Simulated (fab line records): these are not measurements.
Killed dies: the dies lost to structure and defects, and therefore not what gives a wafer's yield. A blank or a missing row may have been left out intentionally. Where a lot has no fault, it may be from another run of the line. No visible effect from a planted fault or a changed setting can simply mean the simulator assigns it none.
What tool caused it? || flow nand_harc || 39 wafers from 13 lots sampled at 5 of the route's 1302 steps

## WHAT EACH GAUGE READ, for each wafer
NHARC_END_SORT_01. Usual: killed_at_array 59, standard deviation 24; killed_at_other 0.7, standard deviation 1.2; killed_at_periphery 3.5, standard deviation 2.6; killed_dies 63, standard deviation 24; killed_open 3.2, standard deviation 2.1; killed_short 2.4, standard deviation 1.5.
{"lot": "L623", "measured": "day 24 18:29", "on": "prober-02", "killed_at_array": "59 54 53", "killed_at_other": "3 2 0", "killed_at_periphery": "15 8 11", "killed_dies": "77 64 64", "killed_open": "7 2 3", "killed_short": "5 3 1", "flag": "OFF"}
{"lot": "L625", "measured": "day 25 17:04", "on": "prober-02", "killed_at_array": "93 115 113", "killed_at_other": "0 0 1", "killed_at_periphery": "3 0 3", "killed_dies": "96 115 117", "killed_open": "4 5 4", "killed_short": "2 0 1", "flag": ""}
{"lot": "L627", "measured": "day 27 00:28", "on": "prober-02", "killed_at_array": "63 61 65", "killed_at_other": "0 1 0", "killed_at_periphery": "3 6 6", "killed_dies": "66 68 71", "killed_open": "5 6 4", "killed_short": "2 3 7", "flag": ""}
{"lot": "L629", "measured": "day 27 08:57", "on": "prober-01", "killed_at_array": "56 51 56", "killed_at_other": "1 1 0", "killed_at_periphery": "1 2 0", "killed_dies": "58 54 56", "killed_open": "3 2 1", "killed_short": "2 2 2", "flag": ""}
{"lot": "L628", "measured": "day 27 01:14", "on": "prober-01", "killed_at_array": "95 112 108", "killed_at_other": "2 0 6", "killed_at_periphery": "1 2 1", "killed_dies": "98 114 115", "killed_open": "2 1 3", "killed_short": "3 5 0", "flag": ""}
{"lot": "L630", "measured": "day 28 12:53", "on": "prober-02", "killed_at_array": "74 80 82", "killed_at_other": "0 0 1", "killed_at_periphery": "4 7 6", "killed_dies": "78 87 89", "killed_open": "4 5 3", "killed_short": "9 3 4", "flag": ""}
{"lot": "L632", "measured": "day 28 12:50", "on": "prober-01", "killed_at_array": "39 27 34", "killed_at_other": "1 0 1", "killed_at_periphery": "2 6 8", "killed_dies": "42 33 43", "killed_open": "1 4 7", "killed_short": "3 1 1", "flag": ""}
{"lot": "L633", "measured": "day 29 10:13", "on": "prober-02", "killed_at_array": "42 44 46", "killed_at_other": "0 0 0", "killed_at_periphery": "3 1 0", "killed_dies": "45 45 46", "killed_open": "5 3 5", "killed_short": "0 1 3", "flag": ""}
{"lot": "L635", "measured": "day 29 21:00", "on": "prober-02", "killed_at_array": "30 30 27", "killed_at_other": "2 0 0", "killed_at_periphery": "1 0 6", "killed_dies": "33 30 33", "killed_open": "1 2 3", "killed_short": "2 3 5", "flag": ""}
{"lot": "L636", "measured": "day 30 12:40", "on": "prober-02", "killed_at_array": "44 55 41", "killed_at_other": "0 0 0", "killed_at_periphery": "1 1 2", "killed_dies": "45 56 43", "killed_open": "3 4 2", "killed_short": "2 3 2", "flag": ""}
{"lot": "L637", "measured": "day 30 12:39", "on": "prober-01", "killed_at_array": "672 672 668", "killed_at_other": "0 1 2", "killed_at_periphery": "5 4 7", "killed_dies": "677 677 677", "killed_open": "2 5 4", "killed_short": "3 3 3", "flag": "OFF"}
{"lot": "L640", "measured": "day 32 01:13", "on": "prober-01", "killed_at_array": "670 676 676", "killed_at_other": "2 0 0", "killed_at_periphery": "5 1 1", "killed_dies": "677 677 677", "killed_open": "6 6 2", "killed_short": "1 6 0", "flag": "OFF"}
{"lot": "L638", "measured": "day 32 23:24", "on": "prober-02", "killed_at_array": "675 674 674", "killed_at_other": "0 0 0", "killed_at_periphery": "2 3 3", "killed_dies": "677 677 677", "killed_open": "7 3 4", "killed_short": "1 0 4", "flag": "OFF"}

## TOOL THAT RAN EACH LOT (tool first, then ch and the chambers of the sampled wafers, then the start)
{"lot": "L623", "NHARC_A_STAIRCASE_DEP_322": "pecvd-03 ch 0,2, day 18 15:34", "NHARC_A_STAIRCASE_CMP_152": "cmp-01 ch 0,2,3, day 19 16:00", "NHARC_A_STAIRCASE_STRIP_475": "rie_diel-01 ch 0,2,3, day 19 17:50 or earlier", "NHARC_A_SGD_CUT_DEP_00": "pecvd-02 ch 1,2, day 19 17:50"}
{"lot": "L625", "NHARC_A_STAIRCASE_DEP_322": "pecvd-02 ch 1,2, day 19 02:40", "NHARC_A_STAIRCASE_CMP_152": "cmp-01 ch 0,2,3, day 20 01:20", "NHARC_A_STAIRCASE_STRIP_475": "rie_diel-13 ch 1,3, day 20 02:24", "NHARC_A_SGD_CUT_DEP_00": "pecvd-01 ch 0,1,2, day 20 03:14"}
{"lot": "L627", "NHARC_A_STAIRCASE_DEP_322": "pecvd-04 ch 1,2, day 20 12:17", "NHARC_A_STAIRCASE_CMP_152": "cmp-02 ch 0,2,3, day 21 13:23", "NHARC_A_STAIRCASE_STRIP_475": "rie_diel-01 ch 0,1,2, day 21 15:20 or earlier", "NHARC_A_SGD_CUT_DEP_00": "pecvd-04 ch 1,2, day 21 15:20"}
{"lot": "L629", "NHARC_A_STAIRCASE_DEP_322": "pecvd-04 ch 1,2, day 20 16:42", "NHARC_A_STAIRCASE_CMP_152": "cmp-03 ch 0,1,3, day 21 16:13", "NHARC_A_STAIRCASE_STRIP_475": "rie_diel-13 ch 0,1,3, day 21 18:01 or earlier", "NHARC_A_SGD_CUT_DEP_00": "pecvd-02 ch 0,2, day 21 18:01"}
{"lot": "L628", "NHARC_A_STAIRCASE_DEP_322": "pecvd-03 ch 1,2, day 20 16:42", "NHARC_A_STAIRCASE_CMP_152": "cmp-03 ch 0,1,3, day 21 13:19", "NHARC_A_STAIRCASE_STRIP_475": "rie_diel-01 ch 0,1,2, day 21 15:11 or earlier", "NHARC_A_SGD_CUT_DEP_00": "pecvd-04 ch 0,1, day 21 15:11"}
{"lot": "L630", "NHARC_A_STAIRCASE_DEP_322": "pecvd-02 ch 0,1,2, day 22 05:59", "NHARC_A_STAIRCASE_CMP_152": "cmp-01 ch 0,2,3, day 23 06:46", "NHARC_A_STAIRCASE_STRIP_475": "rie_diel-01 ch 0,2,3, day 23 08:38 or earlier", "NHARC_A_SGD_CUT_DEP_00": "pecvd-01 ch 0,2, day 23 08:38"}
{"lot": "L632", "NHARC_A_STAIRCASE_DEP_322": "pecvd-03 ch 0,1,2, day 22 06:14", "NHARC_A_STAIRCASE_CMP_152": "cmp-03 ch 0,2, day 23 07:17", "NHARC_A_STAIRCASE_STRIP_475": "rie_diel-05 ch 0,1, day 23 09:03 or earlier", "NHARC_A_SGD_CUT_DEP_00": "pecvd-01 ch 0,1, day 23 09:03"}
{"lot": "L633", "NHARC_A_STAIRCASE_DEP_322": "pecvd-04 ch 0,2, day 22 15:29", "NHARC_A_STAIRCASE_CMP_152": "cmp-03 ch 0,1,3, day 23 19:35", "NHARC_A_STAIRCASE_STRIP_475": "rie_diel-05 ch 0,2,3, day 23 21:22 or earlier", "NHARC_A_SGD_CUT_DEP_00": "pecvd-04 ch 1,2, day 23 21:22"}
{"lot": "L635", "NHARC_A_STAIRCASE_DEP_322": "pecvd-04 ch 0,1,2, day 23 17:37", "NHARC_A_STAIRCASE_CMP_152": "cmp-03 ch 0,1, day 24 18:56", "NHARC_A_STAIRCASE_STRIP_475": "rie_diel-05 ch 0,1,3, day 24 20:43 or earlier", "NHARC_A_SGD_CUT_DEP_00": "pecvd-04 ch 1,2, day 24 20:43"}
{"lot": "L636", "NHARC_A_STAIRCASE_DEP_322": "pecvd-04 ch 0,1,2, day 24 06:17", "NHARC_A_STAIRCASE_CMP_152": "cmp-01 ch 0,2, day 25 06:45", "NHARC_A_STAIRCASE_STRIP_475": "rie_diel-13 ch 2,3, day 25 07:46", "NHARC_A_SGD_CUT_DEP_00": "pecvd-01 ch 0,1,2, day 25 08:38"}
{"lot": "L637", "NHARC_A_STAIRCASE_DEP_322": "pecvd-02 ch 1,2, day 24 06:23", "NHARC_A_STAIRCASE_CMP_152": "cmp-02 ch 0,1, day 25 06:52", "NHARC_A_STAIRCASE_STRIP_475": "rie_diel-01 ch 2,3, day 30 12:39 or earlier", "NHARC_A_SGD_CUT_DEP_00": "-"}
{"lot": "L640", "NHARC_A_STAIRCASE_DEP_322": "pecvd-03 ch 0,1,2, day 25 17:43", "NHARC_A_STAIRCASE_CMP_152": "cmp-01 ch 0,1,2, day 26 15:46", "NHARC_A_STAIRCASE_STRIP_475": "rie_diel-01 ch 0,1,2, day 32 01:13 or earlier", "NHARC_A_SGD_CUT_DEP_00": "-"}
{"lot": "L638", "NHARC_A_STAIRCASE_DEP_322": "pecvd-04 ch 0,1,2, day 25 17:54", "NHARC_A_STAIRCASE_CMP_152": "cmp-03 ch 0,1,2, day 26 14:49", "NHARC_A_STAIRCASE_STRIP_475": "rie_diel-05 ch 2,3, day 32 23:24 or earlier", "NHARC_A_SGD_CUT_DEP_00": "-"}
- NHARC_A_STAIRCASE_DEP_322: deposits SiO2, target thk 7200 nm.
- NHARC_A_STAIRCASE_CMP_152: polishes.
- NHARC_A_STAIRCASE_STRIP_475: strips in O2, time 20 s.
- NHARC_A_SGD_CUT_DEP_00: deposits SiNx, target thk 50 nm.

## WHAT THE TOOLS THEMSELVES READ (means of the sampled wafers that have a number; where no wafer has one, the mark that the record gives instead)
NHARC_A_STAIRCASE_DEP_322. Usual: heater_power_w 699 W, standard deviation 110; mfc_precursor_sccm 200.1 sccm, standard deviation 0.62.
{"lot": "L623", "tool": "pecvd-03", "heater_power_w (W)": 557, "mfc_precursor_sccm (sccm)": 200.0, "flag": ""}
{"lot": "L625", "tool": "pecvd-02", "heater_power_w (W)": 856, "mfc_precursor_sccm (sccm)": 200.3, "flag": ""}
{"lot": "L627", "tool": "pecvd-04", "heater_power_w (W)": 739, "mfc_precursor_sccm (sccm)": 199.8, "flag": ""}
{"lot": "L629", "tool": "pecvd-04", "heater_power_w (W)": 734, "mfc_precursor_sccm (sccm)": 200.0, "flag": ""}
{"lot": "L628", "tool": "pecvd-03", "heater_power_w (W)": 626, "mfc_precursor_sccm (sccm)": 199.7, "flag": ""}
{"lot": "L630", "tool": "pecvd-02", "heater_power_w (W)": 781, "mfc_precursor_sccm (sccm)": 200.3, "flag": ""}
{"lot": "L632", "tool": "pecvd-03", "heater_power_w (W)": 605, "mfc_precursor_sccm (sccm)": 200.6, "flag": ""}
{"lot": "L633", "tool": "pecvd-04", "heater_power_w (W)": 738, "mfc_precursor_sccm (sccm)": 199.6, "flag": ""}
{"lot": "L635", "tool": "pecvd-04", "heater_power_w (W)": 701, "mfc_precursor_sccm (sccm)": 200.3, "flag": ""}
{"lot": "L636", "tool": "pecvd-04", "heater_power_w (W)": 750, "mfc_precursor_sccm (sccm)": 200.1, "flag": ""}
{"lot": "L637", "tool": "pecvd-02", "heater_power_w (W)": 769, "mfc_precursor_sccm (sccm)": 200.3, "flag": ""}
{"lot": "L640", "tool": "pecvd-03", "heater_power_w (W)": 583, "mfc_precursor_sccm (sccm)": 200.0, "flag": ""}
{"lot": "L638", "tool": "pecvd-04", "heater_power_w (W)": 692, "mfc_precursor_sccm (sccm)": 199.5, "flag": ""}

NHARC_A_STAIRCASE_CMP_152. Usual: edge_zone_pressure_frac 1.001, standard deviation 0.0049; motor_current_A 11.9 A, standard deviation 1.5.
{"lot": "L623", "tool": "cmp-01", "edge_zone_pressure_frac": 1.000, "motor_current_A (A)": 12.4, "flag": ""}
{"lot": "L625", "tool": "cmp-01", "edge_zone_pressure_frac": 0.998, "motor_current_A (A)": 12.5, "flag": ""}
{"lot": "L627", "tool": "cmp-02", "edge_zone_pressure_frac": 0.999, "motor_current_A (A)": 12.0, "flag": ""}
{"lot": "L629", "tool": "cmp-03", "edge_zone_pressure_frac": 1.004, "motor_current_A (A)": 10.8, "flag": ""}
{"lot": "L628", "tool": "cmp-03", "edge_zone_pressure_frac": 0.999, "motor_current_A (A)": 11.1, "flag": ""}
{"lot": "L630", "tool": "cmp-01", "edge_zone_pressure_frac": 1.000, "motor_current_A (A)": 12.7, "flag": ""}
{"lot": "L632", "tool": "cmp-03", "edge_zone_pressure_frac": 1.002, "motor_current_A (A)": 11.1, "flag": ""}
{"lot": "L633", "tool": "cmp-03", "edge_zone_pressure_frac": 1.000, "motor_current_A (A)": 10.7, "flag": ""}
{"lot": "L635", "tool": "cmp-03", "edge_zone_pressure_frac": 1.001, "motor_current_A (A)": 10.8, "flag": ""}
{"lot": "L636", "tool": "cmp-01", "edge_zone_pressure_frac": 1.001, "motor_current_A (A)": 11.1, "flag": ""}
{"lot": "L637", "tool": "cmp-02", "edge_zone_pressure_frac": "-", "motor_current_A (A)": "-", "flag": "OFF"}
{"lot": "L640", "tool": "cmp-01", "edge_zone_pressure_frac": "-", "motor_current_A (A)": "-", "flag": "OFF"}
{"lot": "L638", "tool": "cmp-03", "edge_zone_pressure_frac": "-", "motor_current_A (A)": "-", "flag": "OFF"}

NHARC_A_STAIRCASE_STRIP_475. Usual: drypump_motor_current_A 5.6 A, standard deviation 0.42; oes_product_au 1.003 a.u., standard deviation 0.0086; rf_vpp_V 57.8 V, standard deviation 0.95; showerhead_plenum_p_Torr 3.55 Torr, standard deviation 0.16; throttle_valve_pct 17.036 %, standard deviation 0.0092.
{"lot": "L623", "tool": "rie_diel-01", "drypump_motor_current_A (A)": 5.5, "oes_product_au (a.u.)": 1.010, "rf_vpp_V (V)": 58.2, "showerhead_plenum_p_Torr (Torr)": 3.59, "throttle_valve_pct (%)": 17.033, "flag": ""}
{"lot": "L625", "tool": "rie_diel-13", "drypump_motor_current_A (A)": 5.6, "oes_product_au (a.u.)": 0.992, "rf_vpp_V (V)": 57.4, "showerhead_plenum_p_Torr (Torr)": 3.43, "throttle_valve_pct (%)": 17.030, "flag": ""}
{"lot": "L627", "tool": "rie_diel-01", "drypump_motor_current_A (A)": 5.8, "oes_product_au (a.u.)": 1.007, "rf_vpp_V (V)": 57.4, "showerhead_plenum_p_Torr (Torr)": 3.66, "throttle_valve_pct (%)": 17.043, "flag": ""}
{"lot": "L629", "tool": "rie_diel-13", "drypump_motor_current_A (A)": 5.5, "oes_product_au (a.u.)": 0.995, "rf_vpp_V (V)": 57.1, "showerhead_plenum_p_Torr (Torr)": 3.39, "throttle_valve_pct (%)": 17.036, "flag": ""}
{"lot": "L628", "tool": "rie_diel-01", "drypump_motor_current_A (A)": 5.9, "oes_product_au (a.u.)": 1.005, "rf_vpp_V (V)": 58.6, "showerhead_plenum_p_Torr (Torr)": 3.66, "throttle_valve_pct (%)": 17.031, "flag": ""}
{"lot": "L630", "tool": "rie_diel-01", "drypump_motor_current_A (A)": 5.5, "oes_product_au (a.u.)": 1.011, "rf_vpp_V (V)": 58.1, "showerhead_plenum_p_Torr (Torr)": 3.57, "throttle_valve_pct (%)": 17.037, "flag": ""}
{"lot": "L632", "tool": "rie_diel-05", "drypump_motor_current_A (A)": 5.5, "oes_product_au (a.u.)": 1.009, "rf_vpp_V (V)": 58.3, "showerhead_plenum_p_Torr (Torr)": 3.62, "throttle_valve_pct (%)": 17.031, "flag": ""}
{"lot": "L633", "tool": "rie_diel-05", "drypump_motor_current_A (A)": 5.8, "oes_product_au (a.u.)": 1.005, "rf_vpp_V (V)": 57.4, "showerhead_plenum_p_Torr (Torr)": 3.55, "throttle_valve_pct (%)": 17.038, "flag": ""}
{"lot": "L635", "tool": "rie_diel-05", "drypump_motor_current_A (A)": 5.4, "oes_product_au (a.u.)": 1.009, "rf_vpp_V (V)": 57.2, "showerhead_plenum_p_Torr (Torr)": 3.56, "throttle_valve_pct (%)": 17.038, "flag": ""}
{"lot": "L636", "tool": "rie_diel-13", "drypump_motor_current_A (A)": 5.6, "oes_product_au (a.u.)": 1.007, "rf_vpp_V (V)": 58.0, "showerhead_plenum_p_Torr (Torr)": 3.44, "throttle_valve_pct (%)": 17.042, "flag": ""}
{"lot": "L637", "tool": "rie_diel-01", "drypump_motor_current_A (A)": 5.4, "oes_product_au (a.u.)": 1.002, "rf_vpp_V (V)": 58.0, "showerhead_plenum_p_Torr (Torr)": 3.55, "throttle_valve_pct (%)": 17.034, "flag": ""}
{"lot": "L640", "tool": "rie_diel-01", "drypump_motor_current_A (A)": 5.9, "oes_product_au (a.u.)": 0.994, "rf_vpp_V (V)": 58.8, "showerhead_plenum_p_Torr (Torr)": 3.64, "throttle_valve_pct (%)": 17.045, "flag": ""}
{"lot": "L638", "tool": "rie_diel-05", "drypump_motor_current_A (A)": 6.1, "oes_product_au (a.u.)": 1.001, "rf_vpp_V (V)": 58.4, "showerhead_plenum_p_Torr (Torr)": 3.73, "throttle_valve_pct (%)": 17.033, "flag": ""}

NHARC_A_SGD_CUT_DEP_00. Usual: 780 W for heater_power_w, sd 81.
{"lot": "L623", "tool": "pecvd-02", "heater_power_w (W)": 874, "flag": ""}
{"lot": "L625", "tool": "pecvd-01", "heater_power_w (W)": 758, "flag": ""}
{"lot": "L627", "tool": "pecvd-04", "heater_power_w (W)": 802, "flag": ""}
{"lot": "L629", "tool": "pecvd-02", "heater_power_w (W)": 892, "flag": ""}
{"lot": "L628", "tool": "pecvd-04", "heater_power_w (W)": 757, "flag": ""}
{"lot": "L630", "tool": "pecvd-01", "heater_power_w (W)": 662, "flag": ""}
{"lot": "L632", "tool": "pecvd-01", "heater_power_w (W)": 737, "flag": ""}
{"lot": "L633", "tool": "pecvd-04", "heater_power_w (W)": 740, "flag": ""}
{"lot": "L635", "tool": "pecvd-04", "heater_power_w (W)": 795, "flag": ""}
{"lot": "L636", "tool": "pecvd-01", "heater_power_w (W)": 714, "flag": ""}

## THE ANSWER, worked out from the rows above alone
Rule: a lot is off if the mean of its wafers that have a number lies more than 3 standard deviations from the usual mean. Also off: a lot with no number at a reading for which 4 or more lots have one. The other lots that the step has rows for count as sound. Order of review: gauges by route order, followed by the tools' own readings, for which a lot's mean as printed above is used. At the first step where some lot is off, the reading lying furthest off is the one used; lots without a number count as furthest.
Off: L637, L640, L638, at NHARC_END_SORT_01 (killed_at_array).
A tool fits if, at a process step before that reading, it ran every lot that is off, and no sound lot after the first of them. Not tried: the gauges at NHARC_END_SORT_01; whatever is off there is also off at NHARC_A_STAIRCASE_CMP_152, on other tools, and gauge error can't account for it. With no start given for some of its lots, NHARC_A_STAIRCASE_STRIP_475 uses the hours and lot order of NHARC_END_SORT_01. None of those tried fits.

## WHAT THE SIMULATOR HAD PUT IN
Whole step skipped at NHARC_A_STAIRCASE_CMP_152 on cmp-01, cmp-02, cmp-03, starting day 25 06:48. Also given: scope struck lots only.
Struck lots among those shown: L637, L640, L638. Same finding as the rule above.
